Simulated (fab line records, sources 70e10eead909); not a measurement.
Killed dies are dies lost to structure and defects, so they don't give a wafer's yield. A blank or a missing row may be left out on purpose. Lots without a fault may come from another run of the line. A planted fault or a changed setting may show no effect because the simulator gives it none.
fab line records | flow nand_harc
record lots=12 wafers=36 last_day=24
route steps=1159 shown P_GATE@132 END@1159
lots that met no fault: from a run of the same line without faults
start_h: hours from the record's first day to the start of the lot's first wafer shown | wait_h: hours since the lot's step before | " the same as in the row above | L1.1+2: a row that stands for several wafers | - no value, or no start given | * or withheld: withheld | < > ~ a bound
route shown NAME@n: a module of which the file shows steps, and the number in the route of the first | usual: mean/standard deviation of fault-free wafers | same: alike in all rows | chamber/n: place in a boat | sites: the reading at each site | _std_site: their standard deviation | _edge_site: outer sites' mean less inner sites' | radius_mm: how far each site lies from the wafer's centre | mask NAME#n: copy n | behind: the tool/chamber that last shaped the wafer | hold: why the lot was held/for how many hours/how that ended | device: the transistor (n, p or np) that didn't switch | end of line: the same wafers' tests at the end of the route | a step without rows: its recipe alone | killed: dies lost to structure and defects at the first sort, not the wafer's yield | map: a wafer's dies, x killed, . not, _ none there
set.NAME: the setting as run; set.NAME@STEP: as run at that earlier step | model.NAME: the simulator's own value behind a step, which no gauge read
steps of the route over a sample of lots; a table a step, a row a wafer
services: from which hour (start_h, from the record's first day; less than 0 if before it) a tool's chamber was out of use, for how many hours, and why
## steps
# step NHARC_P_GATE_DEP_103
# recipe target_thk_a=300 target_thk_nm=30 temp_c=400 flow_sccm=200 rf_w=350 material=SiON
# usual heater_power_w=785/120
# columns lot.wafer tool chamber start_h wait_h heater_power_w
L709.3 pecvd-04 0 97.23 0.3 601
L709.2 " 1 " " 952
L709.4 " 1 " " 995
L710.1 pecvd-04 0 111.17 0.6 651
L710.5 " 0 " " 642
L710.6 " 1 " " 972
L712.1 pecvd-04 1 119.30 0.6 922
L712.3 " 2 " " 641
L712.2 " 0 " " 584
L716.3 pecvd-04 0 141.78 0.4 632
L716.4 " 2 " " 595
L716.6 " 0 " " 661
L715.3 pecvd-03 2 141.80 0.4 825
L715.4 " 0 " " 825
L715.6 " 1 " " 820
L717.1 pecvd-01 1 155.43 0.6 879
L717.6 " 1 " " 880
L717.5 " 0 " " 698
L718.2 pecvd-01 2 165.33 0.5 694
L718.4 " 1 " " 746
L718.6 " 0 " " 782
L720.3 pecvd-04 2 171.97 0.4 587
L720.5 " 1 " " 964
L720.4 " 2 " " 582
L721.2 pecvd-03 0 172.49 0.4 876
L721.4 " 0 " " 882
L721.6 " 1 " " 706
L728.3 pecvd-03 2 216.88 0.4 839
L728.1 " 0 " " 856
L728.2 " 1 " " 748
L730.3 pecvd-01 1 216.96 0.4 847
L730.4 " 0 " " 745
L730.6 " 1 " " 840
L729.2 pecvd-03 1 217.55 0.5 745
L729.5 " 2 " " 960
L729.6 " 0 " " 884
# step NHARC_P_GATE_ETCH_32
# recipe target_depth_a=1500 over_etch_frac=1 over_etch_ion_energy_ev=40 time_s=100.1 hbr_flow_sccm=150 cl2_flow_sccm=50 rf_w=400 icp_w=400 bias_w=100 chemistry=HBr/Cl2
# usual drypump_motor_current_A=5.8/0.55 oes_product_au=1.004/0.0068 throttle_valve_pct=26.406/0.01
# columns lot.wafer tool chamber start_h wait_h drypump_motor_current_A oes_product_au rf_hours_counter_h throttle_valve_pct
L709.4 rie_si-05 0 98.68 - 6.2 0.999 0.2 26.413
L709.2 " 1 " " 4.6 0.998 0.2 26.389
L709.3 " 2 " " 5.5 1.011 0.2 26.406
L710.1 rie_si-05 0 112.51 - 6.2 1.007 0.4 26.405
L710.6 " 1 " " 4.6 1.005 - 26.404
L710.5 " 2 " " 5.5 0.995 - 26.401
L712.1 rie_si-04 2 120.81 - 6.4 1.006 0.1 26.419
L712.2 " 3 " " 6.4 0.998 0.2 26.403
L712.3 " 1 " " 6.0 1.008 0.1 26.433
L716.3 rie_si-05 2 143.37 - 5.5 1.010 0.5 26.391
L716.4 " 1 " " 4.6 0.999 - 26.421
L716.6 " 2 " " 5.5 1.000 - 26.417
L715.3 rie_si-02 0 143.58 - 5.8 0.992 0.9 26.404
L715.4 " 2 " " 5.8 0.998 0.8 26.405
L715.6 " 0 " " 5.8 0.995 - 26.399
L717.1 rie_si-05 3 156.81 - 6.0 1.008 0.6 26.405
L717.5 " 0 " " 6.2 0.994 - 26.409
L717.6 " 1 " " 4.6 1.005 - 26.392
L718.4 rie_si-05 2 166.51 - 5.5 1.003 0.8 26.410
L718.2 " 1 " " 4.6 1.015 1.0 26.410
L718.6 " 2 " " 5.5 1.002 - 26.419
L720.3 rie_si-05 2 173.36 - 5.5 1.010 0.8 26.406
L720.4 " 3 " " 6.0 1.007 0.9 26.395
L720.5 " 1 " " 4.7 1.008 - 26.415
L721.2 rie_si-02 1 173.89 - 6.0 1.003 1.1 26.387
L721.6 " 1 " " 6.1 1.000 - 26.412
L721.4 " 0 " " 5.8 1.002 - 26.416
L728.3 rie_si-05 0 218.33 - 6.1 0.999 1.7 26.408
L728.1 " 1 " " 4.6 1.004 1.6 26.409
L728.2 " 2 " " 5.5 1.011 1.3 26.410
L730.3 rie_si-04 0 218.41 - 6.0 0.998 1.0 26.392
L730.4 " 2 " " 6.4 1.002 1.1 26.397
L730.6 " 1 " " 6.0 1.011 - 26.391
L729.2 rie_si-05 2 218.73 - 5.5 1.007 1.4 26.393
L729.6 " 2 " " 5.5 0.996 - 26.414
L729.5 " 0 " " 6.2 0.992 - 26.407
# step NHARC_P_GATE_EXPOSE_56
# recipe na=0.6 target_cd_nm=720 dose_mj=14.81 mask_id=P_PSD
# usual exposure_dose_mJ_cm2=14.807/0.017 reticle_temp_C=22.99/0.1
# columns lot.wafer tool chamber start_h wait_h mask exposure_dose_mJ_cm2 reticle_temp_C
L709.2 krf_scanner-01 0 111.55 - P_PSD#0 14.820 23.02
L709.3 " 0 " " P_PSD#0 14.834 22.87
L709.4 " 0 " " P_PSD#0 14.816 22.98
L710.1 krf_scanner-03 0 125.41 - P_PSD#0 14.805 22.89
L710.5 " 0 " " P_PSD#0 14.821 23.00
L710.6 " 0 " " P_PSD#0 14.816 23.06
L712.1 krf_scanner-04 0 133.86 - P_PSD#0 14.812 22.91
L712.2 " 0 " " P_PSD#0 14.794 22.84
L712.3 " 0 " " P_PSD#0 14.810 23.09
L716.3 krf_scanner-03 0 156.18 - P_PSD#0 14.809 23.14
L716.4 " 0 " " P_PSD#0 14.801 23.14
L716.6 " 0 " " P_PSD#0 14.785 23.37
L715.3 krf_scanner-04 0 156.60 - P_PSD#0 14.815 23.02
L715.4 " 0 " " P_PSD#0 14.812 22.91
L715.6 " 0 " " P_PSD#0 14.793 23.09
L717.1 krf_scanner-04 0 173.69 - P_PSD#0 14.816 22.80
L717.5 " 0 " " P_PSD#0 14.805 22.97
L717.6 " 0 " " P_PSD#0 14.809 22.97
L718.2 krf_scanner-01 0 179.50 - P_PSD#0 14.827 22.96
L718.4 " 0 " " P_PSD#0 14.803 23.08
L718.6 " 0 " " P_PSD#0 14.817 23.00
L720.3 krf_scanner-01 0 186.24 - P_PSD#0 14.783 22.99
L720.4 " 0 " " P_PSD#0 14.799 23.01
L720.5 " 0 " " P_PSD#0 14.784 23.14
L721.2 krf_scanner-04 0 186.88 - P_PSD#0 14.825 23.11
L721.4 " 0 " " P_PSD#0 14.806 22.96
L721.6 " 0 " " P_PSD#0 14.801 22.97
L728.1 krf_scanner-01 0 231.38 - P_PSD#0 16.360 23.12
L728.2 " 0 " " P_PSD#0 16.377 22.97
L728.3 " 0 " " P_PSD#0 16.360 22.95
L730.3 krf_scanner-04 0 231.56 - P_PSD#0 14.809 22.84
L730.4 " 0 " " P_PSD#0 14.797 22.72
L730.6 " 0 " " P_PSD#0 14.797 22.83
L729.2 krf_scanner-01 0 231.76 - P_PSD#0 16.351 23.04
L729.5 " 0 " " P_PSD#0 16.353 23.04
L729.6 " 0 " " P_PSD#0 16.345 22.98
# step NHARC_P_GATE_CD_MEAS_59
# recipe target_cd_nm=720 landing_energy_ev=500
# usual cd_nm=720.1/1.4
# same landing_energy_ev=500
# columns lot.wafer tool chamber start_h wait_h cd_nm
L709.2 cd_sem-03 0 111.70 - 718.7
L709.3 " 0 " " 720.0
L709.4 " 0 " " 720.4
L710.1 cd_sem-01 0 125.56 - 719.2
L710.5 " 0 " " 719.0
L710.6 " 0 " " 720.7
L712.1 cd_sem-01 0 134.02 - 721.4
L712.2 " 0 " " 722.5
L712.3 " 0 " " 722.4
L716.3 cd_sem-01 0 156.33 - 719.3
L716.4 " 0 " " 719.4
L716.6 " 0 " " 718.6
L715.3 cd_sem-02 0 156.75 - 719.8
L715.4 " 0 " " 718.9
L715.6 " 0 " " 720.5
L717.1 cd_sem-02 0 173.85 - 719.2
L717.5 " 0 " " 720.7
L717.6 " 0 " " 721.3
L718.2 cd_sem-02 0 179.65 - 720.5
L718.4 " 0 " " 720.4
L718.6 " 0 " " 719.2
L720.3 cd_sem-02 0 186.40 - 719.1
L720.4 " 0 " " 717.7
L720.5 " 0 " " 717.0
L721.2 cd_sem-01 0 187.03 - 721.8
L721.4 " 0 " " 721.2
L721.6 " 0 " " 721.9
L728.1 cd_sem-01 0 231.54 - 739.8
L728.2 " 0 " " 738.5
L728.3 " 0 " " 738.5
L730.3 cd_sem-02 0 231.71 - 722.2
L730.4 " 0 " " 721.8
L730.6 " 0 " " 721.2
L729.2 cd_sem-03 0 231.91 - 736.5
L729.5 " 0 " " 738.5
L729.6 " 0 " " 738.0
# step NHARC_P_GATE_STRIP_112
# recipe power_w=1500 temp_c=110 time_s=200 chemistry=N2/H2
# usual drypump_motor_current_A=5.52/0.27 heater_power_w=84/7.2 temp_c=109.99/0.15
# columns lot.wafer tool chamber start_h wait_h drypump_motor_current_A heater_power_w rf_hours_counter_h temp_c
L709.2 plasma_asher-01 0 112.27 0.2 6.01 76 2 109.96
L709.4 " 1 " " 5.54 92 - 109.94
L709.3 " 0 " " 6.03 75 - 109.97
L710.1 plasma_asher-02 1 126.10 0.2 5.24 92 37 109.85
L710.6 " 1 " " 5.24 92 - 109.91
L710.5 " 0 " " 5.42 76 - 109.93
L712.1 plasma_asher-02 0 134.55 0.2 5.44 75 39 109.92
L712.2 " 1 " " 5.26 90 39 110.03
L712.3 " 0 " " 5.41 77 - 109.77
L716.3 plasma_asher-02 1 156.95 0.2 5.28 92 - 109.76
L716.4 " 0 " " 5.43 78 - 110.27
L716.6 " 0 " " 5.44 78 - 109.74
L715.3 plasma_asher-02 1 157.39 0.2 5.29 88 - 110.22
L715.4 " 0 " " 5.44 77 - 109.64
L715.6 " 0 " " 5.41 75 - 109.98
L717.1 plasma_asher-02 1 174.44 0.2 5.25 92 55 109.74
L717.5 " 0 " " 5.44 78 - 110.21
L717.6 " 1 " " 5.26 91 - 109.76
L718.2 plasma_asher-02 0 180.22 0.2 5.43 76 57 110.11
L718.4 " 1 " " 5.27 90 - 109.96
L718.6 " 1 " " 5.28 91 - 110.12
L720.4 plasma_asher-01 1 187.04 0.2 5.50 92 - 110.08
L720.3 " 0 " " 6.00 77 - 109.78
L720.5 " 0 " " 6.00 76 - 109.82
L721.2 plasma_asher-01 1 187.63 0.2 5.52 93 27 109.81
L721.4 " 1 " " 5.54 94 - 109.95
L721.6 " 1 " " 5.51 92 - 109.80
L728.1 plasma_asher-02 0 232.10 0.2 5.42 80 14 110.11
L728.2 " 1 " " 5.26 87 14 109.71
L728.3 " 1 " " 5.27 87 - 110.09
L730.4 plasma_asher-01 0 232.32 0.2 5.99 76 - 110.14
L730.3 " 1 " " 5.52 93 - 110.10
L730.6 " 0 " " 6.02 74 - 109.95
L729.2 plasma_asher-02 0 232.44 0.2 5.45 82 15 109.97
L729.5 " 0 " " 5.43 80 - 110.04
L729.6 " 1 " " 5.26 89 - 110.02
# step NHARC_END_SORT_01
# recipe temp_c=25
# usual killed_at_array=27/9.8 killed_at_other=0.6/0.83 killed_at_periphery=3.5/2.4 killed_dies=31/9.6 killed_open=3.1/1.9 killed_short=2.0/1.5
# same gross_dies=677
# columns lot.wafer tool chamber start_h wait_h killed_at_array killed_at_other killed_at_periphery killed_dies killed_open killed_short
L720.3 prober-02 0 532.55 3.1 8 1 10 19 2 1
L720.4 prober-02 0 533.35 3.4 12 0 4 16 3 2
L720.5 prober-02 0 534.14 3.7 9 0 7 16 3 0
L721.2 prober-02 0 539.56 2.8 26 0 6 32 4 3
L721.4 prober-02 0 541.17 3.4 29 2 3 34 2 4
L721.6 prober-02 0 542.78 4.0 34 2 4 40 4 1
L718.2 prober-02 0 552.56 2.8 45 0 2 47 5 7
L718.4 prober-02 0 554.17 3.4 35 0 4 39 5 5
L718.6 prober-02 0 555.77 4.0 30 0 3 33 5 2
L728.1 prober-01 0 583.04 2.5 21 1 7 29 5 5
L728.2 prober-01 0 583.84 2.8 21 0 8 29 2 3
L728.3 prober-01 0 584.64 3.1 14 2 6 22 2 1
# killed by level:class
L720.3 P_GATE:chamber_film_flake=4 P_M0:chamber_film_flake=3 P_CONTACT:geometric_particle:open=2 A_CHANNEL_HOLE_D1:chamber_film_flake=2 A_SLIT:chamber_film_flake=2 A_CONTACT:chamber_film_flake=2 P_CONTACT:geometric_particle:short=1 A_ZERO_WELL:chamber_film_flake=1
L720.4 A_CONTACT:chamber_film_flake=5 P_CONTACT:geometric_particle:open=2 P_M0:chamber_film_flake=2 A_CHANNEL_HOLE_D1:chamber_film_flake=2 A_ONON_D1:geometric_particle:open=1 A_ONON_D1:geometric_particle:short=1 A_CHANNEL_FILL_D1:geometric_particle:short=1 A_ZERO_WELL:chamber_film_flake=1
L720.5 A_CHANNEL_HOLE_D1:chamber_film_flake=5 P_GATE:chamber_film_flake=3 P_M0:chamber_film_flake=2 P_CONTACT:geometric_particle:open=1 A_ONON_D1:geometric_particle:open=1 A_M1:geometric_particle:open=1 P_ZERO_WELL:chamber_film_flake=1 A_ZERO_WELL:chamber_film_flake=1
L721.2 A_SLIT:chamber_film_flake=11 P_M0:chamber_film_flake=4 A_CONTACT:chamber_film_flake=4 A_STAIRCASE:chamber_film_flake=2 A_WL_FILL:chamber_film_flake=2 P_GATE:geometric_particle:open=1 P_CONTACT:geometric_particle:open=1 A_CHANNEL_FILL_D1:geometric_particle:short=1
L721.4 A_SLIT:chamber_film_flake=16 A_CHANNEL_HOLE_D1:chamber_film_flake=3 A_CONTACT:chamber_film_flake=3 A_WL_FILL:geometric_particle:short=2 THIN_TSV:chamber_film_flake=2 P_CONTACT:geometric_particle:short=1 P_M0:geometric_particle:open=1 A_ONON_D1:geometric_particle:short=1
L721.6 A_SLIT:chamber_film_flake=19 A_CHANNEL_HOLE_D1:chamber_film_flake=4 A_CONTACT:chamber_film_flake=4 P_GATE:chamber_film_flake=2 A_STAIRCASE:chamber_film_flake=2 THIN_TSV:chamber_film_flake=2 P_M2:geometric_particle:short=1 A_CHANNEL_FILL_D1:geometric_particle:open=1
L718.2 A_CHANNEL_HOLE_D1:chamber_film_flake=15 A_CONTACT:chamber_film_flake=11 A_SLIT:chamber_film_flake=4 A_M0:geometric_particle:short=3 A_CONTACT:geometric_particle:open=2 A_ZERO_WELL:chamber_film_flake=2 P_STI:geometric_particle:short=1 P_M0:geometric_particle:open=1
L718.4 A_CHANNEL_HOLE_D1:chamber_film_flake=18 A_SLIT:chamber_film_flake=4 A_CONTACT:chamber_film_flake=4 P_CONTACT:geometric_particle:open=2 A_CHANNEL_HOLE_D1:geometric_particle:short=2 A_CONTACT:geometric_particle:open=2 P_M1:geometric_particle:short=1 A_CONTACT:geometric_particle:short=1
L718.6 A_CHANNEL_HOLE_D1:chamber_film_flake=12 A_CONTACT:chamber_film_flake=6 A_SLIT:chamber_film_flake=5 A_CHANNEL_FILL_D1:geometric_particle:open=2 P_CONTACT:geometric_particle:open=1 P_CONTACT:geometric_particle:short=1 A_ONON_D1:geometric_particle:short=1 A_CONTACT:geometric_particle:open=1
L728.1 P_M0:chamber_film_flake=3 A_CHANNEL_HOLE_D1:chamber_film_flake=3 A_CHANNEL_FILL_D1:chamber_film_flake=3 A_CONTACT:chamber_film_flake=3 A_WL_FILL:geometric_particle:short=2 P_STI:chamber_film_flake=2 A_SLIT:chamber_film_flake=2 P_M0:geometric_particle:short=1
L728.2 A_CHANNEL_HOLE_D1:chamber_film_flake=8 A_CONTACT:chamber_film_flake=7 P_BONDPAD:chamber_film_flake=4 P_M0:chamber_film_flake=2 A_CHANNEL_FILL_D1:chamber_film_flake=2 P_CONTACT:geometric_particle:short=1 A_ONON_D1:geometric_particle:open=1 A_CHANNEL_HOLE_D1:geometric_particle:short=1
L728.3 A_CONTACT:chamber_film_flake=7 P_M0:chamber_film_flake=5 A_CHANNEL_HOLE_D1:chamber_film_flake=4 THIN_TSV:chamber_film_flake=2 A_CHANNEL_FILL_D1:geometric_particle:open=1 A_STAIRCASE:geometric_particle:open=1 A_WL_FILL:geometric_particle:short=1 P_BONDPAD:chamber_film_flake=1
## services
# columns tool chamber start_h hours kind
krf_scanner-01 - 84.00 4.0 pm
krf_scanner-03 - 89.40 0.2 repair
rie_si-04 - 99.00 9.0 pm
plasma_asher-01 - 99.29 9.0 pm
pecvd-03 - 111.15 13.0 pm
pecvd-01 2 125.08 17.6 repair
krf_scanner-04 - 126.00 4.0 pm
rie_si-05 3 142.67 2.6 repair
krf_scanner-03 - 145.10 0.6 repair
krf_scanner-03 - 168.00 4.0 pm
rie_si-02 2 170.40 8.5 repair
plasma_asher-02 - 183.00 9.0 pm
plasma_asher-02 0 183.00 9.0 vent_cycle
plasma_asher-02 1 183.00 9.0 vent_cycle
plasma_asher-02 0 192.00 - clean
plasma_asher-02 1 192.00 - clean
pecvd-04 - 195.11 13.0 pm
pecvd-04 0 195.11 13.0 vent_cycle
pecvd-04 1 195.11 13.0 vent_cycle
pecvd-04 2 195.11 13.0 vent_cycle
rie_si-02 0 209.40 6.5 repair
rie_si-02 - 211.00 9.0 pm
rie_si-05 3 214.96 6.9 repair
pecvd-03 1 230.01 7.7 repair
## key
first_sign step=NHARC_P_GATE_EXPOSE_56 reading=exposure_dose_mJ_cm2 direction=up sigmas=90 usual=14.807 struck=16.358
effect step=NHARC_P_GATE_CD_MEAS_59 reading=cd_nm direction=up sigmas=13 usual=720.1 struck=738.3
met_at NHARC_P_GATE_EXPOSE_56
struck_lots L728,L729
tester_left_out L728,L729
not_acting_at NHARC_P_GATE_DEP_103,NHARC_P_GATE_ETCH_32,NHARC_P_GATE_STRIP_112
onset_between 186.24 231.38
fault kind=process_parameter_drift tool=krf_scanner-01 chamber=- onset_h=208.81 steps=NHARC_P_GATE_EXPOSE_56 channel=dose_mj offset=1.5316 shape=step acts_in=these_recipes_only stated=14.81
# tester_left_out: of these lots the tester's yield and bins aren't shown, on N5 and GAA mostly nor the transistor test; their killed dies are dies lost to structure and defects alone, not to doping, threshold or leakage, so they don't give the yield
